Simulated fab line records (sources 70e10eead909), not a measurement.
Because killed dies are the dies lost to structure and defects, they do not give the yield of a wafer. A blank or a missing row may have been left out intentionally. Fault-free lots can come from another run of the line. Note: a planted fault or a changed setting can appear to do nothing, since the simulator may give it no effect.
Chamber matching ; flow nand harc ; 4 sister chambers for NHARC_A_CONTACT_ETCH_49 on rie diel-07
The step etches the open film in N2/H2, target depth 260 nm, time 475.3 s. 4 wafers are shown with their chamber, then 7 later ones without.

WAFERS WITH THEIR CHAMBER
wafer;chamber;showerhead plenum p Torr (Torr)
L258.1;2;2.00
L258.4;3;1.89
L258.6;1;2.03
L260.1;0;2.21

WAFERS WHOSE CHAMBER IS MISSING
wafer;showerhead plenum p Torr (Torr)
L260.2;1.89
L260.6;2.03
L262.2;1.99
L262.4;2.21
L262.6;2.21
L267.2;1.89
L267.5;2.03

WHICH CHAMBER EACH WENT THROUGH
wafer;from the rows above;in truth
L260.2;3;3
L260.6;1;1
L262.2;2;2
L262.4;0;0
L262.6;0;0
L267.2;3;3
L267.5;1;1
Placed correctly: 7 of 7. Can't be placed from these rows: 0. Wrongly placed: 0.
How it was worked out, from the rows above alone: a wafer's distance from a chamber is the root of the sum, over the readings, of the square of ((its reading less the chamber's mean) divided by the reading's scatter). If the next closest chamber is less than 2 further off than the closest, the wafer can't be placed; otherwise it belongs to the closest. The mean given for a chamber averages the wafers shown for that chamber. The scatter: root of mean squared gap, hidden wafer to nearest shown wafer, with one shown wafer a chamber.
